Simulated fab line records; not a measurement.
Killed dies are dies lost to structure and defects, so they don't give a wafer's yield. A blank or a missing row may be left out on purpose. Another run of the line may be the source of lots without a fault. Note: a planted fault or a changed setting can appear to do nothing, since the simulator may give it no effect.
Which tool was responsible? | flow n5Finfet | 24 lots, 72 wafers sampled, at 5 steps of a route of 1938

WHAT THE GAUGES READ, wafer by wafer
N5_BEOL_M5_RS_MEAS_57: a four-point-probe measurement. Usual: for M5_RS the level is 0.391 ohm/sq and the standard deviation is 0.011.
lot  | measured     | on           | M5_RS (ohm/sq)    | flag
L074 | day 9 05:01  | filmMetro-02 | 0.417 0.414 0.407 | 
L075 | day 9 21:36  | filmMetro-01 | 0.405 0.387 0.403 | 
L076 | day 10 03:11 | filmMetro-01 | 0.373 0.398 0.401 | 
L077 | day 10 06:08 | filmMetro-02 | 0.389 0.402 0.389 | 
L078 | day 10 09:55 | filmMetro-02 | 0.384 0.405 0.392 | 
L080 | day 10 18:02 | filmMetro-01 | 0.392 0.378 0.370 | 
L081 | day 11 02:28 | filmMetro-02 | 0.389 0.381 0.401 | 
L079 | day 11 11:25 | filmMetro-01 | 0.392 0.390 0.392 | 
L082 | day 11 17:56 | filmMetro-01 | 0.396 0.392 0.390 | 
L083 | day 11 21:22 | filmMetro-01 | 0.379 0.397 0.373 | 
L084 | day 12 04:14 | filmMetro-02 | 0.398 0.394 0.386 | 
L087 | day 12 10:46 | filmMetro-02 | 0.378 0.407 0.378 | 
L088 | day 12 21:59 | filmMetro-02 | 0.383 0.394 0.392 | 
L085 | day 12 22:45 | filmMetro-01 | 0.382 0.382 0.383 | 
L089 | day 13 05:01 | filmMetro-02 | 0.369 0.402 0.375 | 
L086 | day 13 05:17 | filmMetro-02 | 0.394 0.371 0.392 | 
L091 | day 13 09:37 | filmMetro-02 | 0.381 0.384 0.393 | 
L090 | day 14 03:38 | filmMetro-02 | 0.381 0.371 0.374 | 
L092 | day 14 07:37 | filmMetro-01 | 0.396 0.387 0.375 | 
L095 | day 14 11:50 | filmMetro-02 | 0.388 0.402 0.397 | 
L093 | day 14 12:02 | filmMetro-01 | 0.385 0.374 0.382 | 
L094 | day 15 07:05 | filmMetro-01 | 0.399 0.410 0.409 | 
L096 | day 15 15:42 | filmMetro-02 | 0.379 0.384 0.393 | 
L097 | day 15 16:56 | filmMetro-01 | 0.396 0.406 0.400 | 

N5_BEOL_M6_CD_MEAS_18: pitch 80 nm, target cd 40 nm. Usual: cdNm 40.1 nm, standard deviation 0.51.
lot  | measured     | on       | cdNm (nm)      | flag
L074 | day 9 07:26  | cdSem-02 | 41.0 40.5 41.0 | 
L075 | day 10 00:05 | cdSem-01 | 39.6 40.3 40.5 | 
L076 | day 10 06:14 | cdSem-01 | 40.0 40.1 40.3 | 
L077 | day 10 09:40 | cdSem-02 | 39.6 40.4 40.4 | 
L078 | day 10 12:49 | cdSem-03 | 40.0 39.6 40.0 | 
L080 | day 10 20:22 | cdSem-03 | 39.8 39.7 39.9 | 
L081 | day 11 05:31 | cdSem-01 | 39.7 40.0 40.7 | 
L079 | day 11 15:19 | cdSem-03 | 40.1 40.2 40.8 | 
L082 | day 11 20:19 | cdSem-02 | 40.0 39.6 40.1 | 
L083 | day 11 23:56 | cdSem-01 | 40.5 40.6 40.4 | 
L084 | day 12 08:27 | cdSem-02 | 39.3 39.1 39.4 | 
L087 | day 12 12:49 | cdSem-01 | 41.0 40.4 41.3 | 
L088 | day 13 00:26 | cdSem-01 | 40.5 40.3 40.8 | 
L085 | day 13 01:20 | cdSem-02 | 40.0 40.0 40.0 | 
L089 | day 13 08:59 | cdSem-02 | 39.7 39.9 39.7 | 
L086 | day 13 09:25 | cdSem-02 | 39.2 39.8 39.5 | 
L091 | day 13 12:37 | cdSem-03 | 39.9 40.5 40.0 | 
L090 | day 14 06:19 | cdSem-03 | 39.5 39.9 40.3 | 
L092 | day 14 11:28 | cdSem-03 | 40.4 40.4 40.8 | 
L095 | day 14 15:12 | cdSem-03 | 39.7 39.7 40.0 | 
L093 | day 14 15:20 | cdSem-01 | 39.8 39.6 39.2 | 
L094 | day 15 09:50 | cdSem-01 | 39.8 39.2 40.0 | 
L096 | day 15 17:59 | cdSem-02 | 40.7 40.4 40.9 | 
L097 | day 15 20:13 | cdSem-01 | 40.3 39.9 39.8 | 

N5_BEOL_M6_INSPECT_30: inspects for defects (brightfield). Usual: rawDefectCount 467, standard deviation 110.
lot  | measured     | on               | rawDefectCount | flag
L074 | day 9 08:29  | defectInspect-02 | 470 443 367    | 
L075 | day 10 03:59 | defectInspect-02 | 409 437 566    | 
L076 | day 10 07:48 | defectInspect-01 | 370 461 515    | 
L077 | day 10 10:52 | defectInspect-02 | 668 589 760    | 
L078 | day 10 14:54 | defectInspect-01 | 387 387 395    | 
L080 | day 10 20:53 | defectInspect-01 | 584 900 692    | 
L081 | day 11 05:58 | defectInspect-01 | 417 480 521    | 
L079 | day 11 17:16 | defectInspect-02 | 455 431 355    | 
L082 | day 11 21:53 | defectInspect-02 | 308 310 383    | 
L083 | day 12 01:56 | defectInspect-02 | 407 489 333    | 
L084 | day 12 10:47 | defectInspect-02 | 541 578 448    | 
L087 | day 12 14:22 | defectInspect-02 | 335 445 491    | 
L088 | day 13 01:20 | defectInspect-02 | 537 462 332    | 
L085 | day 13 01:58 | defectInspect-01 | 404 451 455    | 
L089 | day 13 10:47 | defectInspect-01 | 300 390 441    | 
L086 | day 13 10:50 | defectInspect-02 | 396 444 402    | 
L091 | day 13 13:09 | defectInspect-02 | 497 603 393    | 
L090 | day 14 08:59 | defectInspect-02 | 405 696 425    | 
L092 | day 14 13:29 | defectInspect-01 | 364 452 336    | 
L095 | day 14 15:43 | defectInspect-02 | 474 558 582    | 
L093 | day 14 17:40 | defectInspect-01 | 435 307 321    | 
L094 | day 15 11:52 | defectInspect-01 | 423 455 410    | 
L096 | day 15 18:30 | defectInspect-02 | 429 600 520    | 
L097 | day 15 21:46 | defectInspect-02 | 499 534 533    | 

WHICH TOOL RAN EACH LOT (tool, then ch and the chambers of the sampled wafers, then the start)
lot  | N5_BEOL_M6_ETCH_62                | N5_BEOL_M6_STRIP_67
L074 | rieDiel-03 ch 0,1,3, day 9 06:52  | rieDiel-03 ch 0,1,3, day 9 07:00
L075 | rieDiel-02 ch 0,1,3, day 9 23:43  | rieDiel-02 ch 0,1,3, day 9 23:52
L076 | rieDiel-01 ch 1,3, day 10 05:46   | rieDiel-01 ch 1,3, day 10 05:55
L077 | rieDiel-01 ch 0,1,3, day 10 09:16 | rieDiel-01 ch 0,1,3, day 10 09:24
L078 | rieDiel-01 ch 0,3, day 10 12:26   | rieDiel-01 ch 0,3, day 10 12:35
L080 | rieDiel-02 ch 0,3, day 10 19:57   | rieDiel-02 ch 0,3, day 10 20:06
L081 | rieDiel-01 ch 0,1,2, day 11 05:02 | rieDiel-01 ch 0,1,2, day 11 05:11
L079 | rieDiel-03 ch 0,1,2, day 11 14:57 | rieDiel-03 ch 0,1,2, day 11 15:05
L082 | rieDiel-01 ch 0,1,2, day 11 19:56 | rieDiel-01 ch 0,1,2, day 11 20:05
L083 | rieDiel-01 ch 0,1,3, day 11 23:31 | rieDiel-01 ch 0,1,3, day 11 23:40
L084 | rieDiel-01 ch 0,1, day 12 08:05   | rieDiel-01 ch 0,1, day 12 08:14
L087 | rieDiel-03 ch 2,3, day 12 12:26   | rieDiel-03 ch 2,3, day 12 12:35
L088 | rieDiel-02 ch 0,1,2, day 13 00:04 | rieDiel-02 ch 0,1,2, day 13 00:13
L085 | rieDiel-02 ch 0,1,2, day 13 00:49 | rieDiel-02 ch 0,1,2, day 13 00:55
L089 | rieDiel-03 ch 0,2, day 13 08:26   | rieDiel-03 ch 0,2, day 13 08:34
L086 | rieDiel-02 ch 0,1, day 13 09:03   | rieDiel-02 ch 0,1, day 13 09:12
L091 | rieDiel-02 ch 0,1,2, day 13 12:19 | rieDiel-02 ch 0,1,2, day 13 12:24
L090 | rieDiel-01 ch 0,1,2, day 14 05:49 | rieDiel-01 ch 0,1,2, day 14 05:58
L092 | rieDiel-02 ch 0,2,3, day 14 11:06 | rieDiel-02 ch 0,2,3, day 14 11:15
L095 | rieDiel-02 ch 0,1,2, day 14 14:42 | rieDiel-02 ch 0,1,2, day 14 14:51
L093 | rieDiel-02 ch 0,1, day 14 14:58   | rieDiel-02 ch 0,1, day 14 15:07
L094 | rieDiel-01 ch 0,1,2, day 15 09:28 | rieDiel-01 ch 0,1,2, day 15 09:37
L096 | rieDiel-02 ch 0,2,3, day 15 17:35 | rieDiel-02 ch 0,2,3, day 15 17:44
L097 | rieDiel-02 ch 0,1,2, day 15 19:44 | rieDiel-02 ch 1,3, day 15 19:53
- N5_BEOL_M6_ETCH_62: etches SOC in N2/H2, target depth 110 nm, overetch 22 nm, time 165 s.
- N5_BEOL_M6_STRIP_67: strips in CF4.

WHAT THE TOOLS THEMSELVES READ (means of the sampled wafers that have a number; where no wafer has one, the mark that the record gives instead)
N5_BEOL_M6_ETCH_62. Usual: drypumpMotorCurrentA 5.9 A, standard deviation 0.45; oesProductAu 0.73 a.u., standard deviation 0.057; rfVppV 525.3 V, standard deviation 2; showerheadPlenumPTorr 2.59 Torr, standard deviation 0.069; throttleValvePct 17.69 %, standard deviation 0.17.
lot  | tool       | drypumpMotorCurrentA (A) | oesProductAu (a.u.) | rfVppV (V) | showerheadPlenumPTorr (Torr) | throttleValvePct (%) | flag
L074 | rieDiel-03 | 5.6                      | 0.73                | 526.7      | 2.64                         | 17.78                | 
L075 | rieDiel-02 | 6.1                      | 0.72                | 523.5      | 2.53                         | 17.86                | 
L076 | rieDiel-01 | 6.0                      | 0.67                | 525.3      | 2.60                         | 17.60                | 
L077 | rieDiel-01 | 5.8                      | 0.72                | 526.0      | 2.62                         | 17.55                | 
L078 | rieDiel-01 | 5.8                      | 0.69                | 525.1      | 2.57                         | 17.70                | 
L080 | rieDiel-02 | 5.8                      | 0.71                | 524.6      | 2.56                         | 17.96                | 
L081 | rieDiel-01 | 5.5                      | 0.76                | 526.2      | 2.63                         | 17.56                | 
L079 | rieDiel-03 | 6.0                      | 0.73                | 527.3      | 2.66                         | 17.69                | 
L082 | rieDiel-01 | 5.5                      | 0.75                | 525.3      | 2.63                         | 17.57                | 
L083 | rieDiel-01 | 5.8                      | 0.69                | 526.3      | 2.61                         | 17.59                | 
L084 | rieDiel-01 | 5.6                      | 0.73                | 526.5      | 2.62                         | 17.53                | 
L087 | rieDiel-03 | 6.2                      | 0.72                | 526.7      | 2.65                         | 17.69                | 
L088 | rieDiel-02 | 5.9                      | 0.74                | 525.3      | 2.58                         | 17.68                | 
L085 | rieDiel-02 | 5.9                      | 0.73                | 524.7      | 2.58                         | 17.70                | 
L089 | rieDiel-03 | 5.9                      | 0.71                | 525.4      | 2.61                         | 17.72                | 
L086 | rieDiel-02 | 5.6                      | 0.74                | 525.9      | 2.55                         | 17.76                | 
L091 | rieDiel-02 | 6.0                      | 0.73                | 525.5      | 2.58                         | 17.69                | 
L090 | rieDiel-01 | 5.5                      | 0.72                | 525.7      | 2.62                         | 17.61                | 
L092 | rieDiel-02 | 6.1                      | 0.74                | 525.1      | 2.58                         | 17.81                | 
L095 | rieDiel-02 | 5.9                      | 0.71                | 524.2      | 2.58                         | 17.72                | 
L093 | rieDiel-02 | 5.6                      | 0.73                | 524.2      | 2.55                         | 17.78                | 
L094 | rieDiel-01 | 5.5                      | 0.71                | 526.6      | 2.61                         | 17.62                | 
L096 | rieDiel-02 | 6.1                      | 0.72                | 524.8      | 2.57                         | 17.82                | 
L097 | rieDiel-02 | 5.9                      | 0.70                | 524.5      | 2.57                         | 17.73                | 

N5_BEOL_M6_STRIP_67. Usual: drypumpMotorCurrentA 5.9 A, standard deviation 0.45; oesProductAu 0.86 a.u., standard deviation 0.066; rfVppV 271.7 V, standard deviation 1.3; showerheadPlenumPTorr 1.83 Torr, standard deviation 0.047; throttleValvePct 13.42 %, standard deviation 0.17.
lot  | tool       | drypumpMotorCurrentA (A) | oesProductAu (a.u.) | rfVppV (V) | showerheadPlenumPTorr (Torr) | throttleValvePct (%) | flag
L074 | rieDiel-03 | 5.6                      | 0.87                | 272.4      | 1.86                         | 13.47                | 
L075 | rieDiel-02 | 6.1                      | 0.86                | 271.6      | 1.79                         | 13.57                | 
L076 | rieDiel-01 | 6.0                      | 0.79                | 271.9      | 1.83                         | 13.41                | 
L077 | rieDiel-01 | 5.8                      | 0.85                | 271.1      | 1.84                         | 13.31                | 
L078 | rieDiel-01 | 5.8                      | 0.81                | 271.7      | 1.81                         | 13.47                | 
L080 | rieDiel-02 | 5.8                      | 0.84                | 271.0      | 1.81                         | 13.67                | 
L081 | rieDiel-01 | 5.5                      | 0.90                | 272.4      | 1.85                         | 13.24                | 
L079 | rieDiel-03 | 6.0                      | 0.87                | 272.7      | 1.87                         | 13.40                | 
L082 | rieDiel-01 | 5.5                      | 0.88                | 271.8      | 1.85                         | 13.27                | 
L083 | rieDiel-01 | 5.8                      | 0.82                | 272.3      | 1.84                         | 13.35                | 
L084 | rieDiel-01 | 5.6                      | 0.87                | 272.1      | 1.85                         | 13.25                | 
L087 | rieDiel-03 | 6.2                      | 0.85                | 273.2      | 1.87                         | 13.46                | 
L088 | rieDiel-02 | 5.9                      | 0.87                | 271.8      | 1.82                         | 13.44                | 
L085 | rieDiel-02 | 5.9                      | 0.87                | 272.0      | 1.82                         | 13.45                | 
L089 | rieDiel-03 | 5.9                      | 0.84                | 271.3      | 1.85                         | 13.46                | 
L086 | rieDiel-02 | 5.6                      | 0.88                | 271.0      | 1.80                         | 13.51                | 
L091 | rieDiel-02 | 5.9                      | 0.86                | 272.0      | 1.82                         | 13.44                | 
L090 | rieDiel-01 | 5.5                      | 0.85                | 271.2      | 1.85                         | 13.33                | 
L092 | rieDiel-02 | 6.1                      | 0.87                | 271.7      | 1.82                         | 13.50                | 
L095 | rieDiel-02 | 5.9                      | 0.84                | 271.6      | 1.81                         | 13.49                | 
L093 | rieDiel-02 | 5.6                      | 0.86                | 270.3      | 1.80                         | 13.54                | 
L094 | rieDiel-01 | 5.5                      | 0.83                | 272.7      | 1.84                         | 13.34                | 
L096 | rieDiel-02 | 6.1                      | 0.85                | 271.6      | 1.81                         | 13.51                | 
L097 | rieDiel-02 | 6.6                      | 0.90                | 270.8      | 1.76                         | 13.40                | 

THE ANSWER, worked out from the rows above alone
Rule: take the mean of a lot's wafers that have a number; if it is more than 3 standard deviations from the usual mean, the lot is off. A lot without any number at a reading at which 4 lots or more have one is off too. All remaining lots with rows at the step are treated as sound. First the gauges in route order, then the tools' own readings, where a lot's mean is used as printed above. The first step at which some lot is off is used, and at that step the reading that is off furthest; a lot without a number counts as furthest.
Nothing can be told from this: no lot is off at any reading shown.

WHAT HAD BEEN PUT IN BY THE SIMULATOR
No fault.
